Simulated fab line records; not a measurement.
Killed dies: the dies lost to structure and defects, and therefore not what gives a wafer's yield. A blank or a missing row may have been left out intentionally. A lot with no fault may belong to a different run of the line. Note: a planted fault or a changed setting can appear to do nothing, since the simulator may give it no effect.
Which tool is to blame? ; flow n5Finfet ; 10 lots, 30 wafers sampled, at 2 steps of a route of 1938

## WHAT EACH GAUGE READ, for each wafer
N5_BEOL_M5_CD_MEAS_28: target cd 30.6 nm, target cd y 20 nm.
lot;measured;on;cdNm (nm)
L254;day 8 05:58;cdSem-03;30.58 30.91 30.52
L256;day 8 17:06;cdSem-02;30.11 30.52 30.28
L257;day 8 22:06;cdSem-01;30.34 30.29 30.62
L258;day 9 04:30;cdSem-03;30.78 30.60 30.92
L259;day 9 13:55;cdSem-01;30.84 30.59 30.56
L266;day 12 02:31;cdSem-02;31.15 30.84 30.51
L274;day 13 13:47;cdSem-03;30.86 30.88 30.62
L270;day 13 19:01;cdSem-03;30.68 30.66 30.68
L273;day 14 03:46;cdSem-01;30.58 30.59 30.86
L275;day 14 10:29;cdSem-01;30.89 31.25 30.95

N5_BEOL_M5_OVL_MEAS_29.
lot;measured;on;V4_OVL (nm)
L254;day 8 05:59;overlay-02;-0.5 -0.3 0.5
L256;day 8 17:08;overlay-02;-0.9 0.1 -0.9
L257;day 8 22:08;overlay-02;0.1 -0.9 -0.7
L258;day 9 04:32;overlay-02;-1.1 -0.6 -1.9
L259;day 9 13:57;overlay-02;-1.3 -1.4 -1.5
L266;day 12 02:32;overlay-02;-0.3 0.4 -0.1
L274;day 13 13:49;overlay-01;-0.5 -2.3 -1.3
L270;day 13 19:03;overlay-01;0.5 -0.1 -0.2
L273;day 14 03:48;overlay-01;-0.6 -0.8 -1.8
L275;day 14 10:31;overlay-01;0.4 -0.2 -0.5

## TOOL THAT RAN EACH LOT (tool first, then ch and the chambers of the sampled wafers, then the start)
Before these readings, the record contains no process step.

## WHAT THE TOOLS THEMSELVES READ (means of the sampled wafers that have a number; where no wafer has one, the mark that the record gives instead)
The record holds no such reading with a usual standard deviation.

## THE ANSWER, worked out from the rows above alone
Rule: usual is defined by the lots themselves. Put in order of their means at a reading, lots are off if they are a third of the lots or fewer, leave a main group of 4 or more, and stand apart from it by a gap of 3 or more times the standard deviation of the main group's means; of several such gaps the widest counts. A main group whose means are all the same, to the digits that the tables above print for the reading, isn't used. A lot without any number at a reading at which 4 lots or more have one is off too. Any other lot the step has rows for is counted as sound. After the gauges, taken in route order, come the tools' own readings; for these a lot's mean is taken, as printed above. The first step at which some lot is off is used, and at that step the reading that is off furthest; a lot without a number counts as furthest.
No lot is off on any of the readings shown, so nothing can be concluded from this.

## WHAT HAD BEEN PUT IN BY THE SIMULATOR
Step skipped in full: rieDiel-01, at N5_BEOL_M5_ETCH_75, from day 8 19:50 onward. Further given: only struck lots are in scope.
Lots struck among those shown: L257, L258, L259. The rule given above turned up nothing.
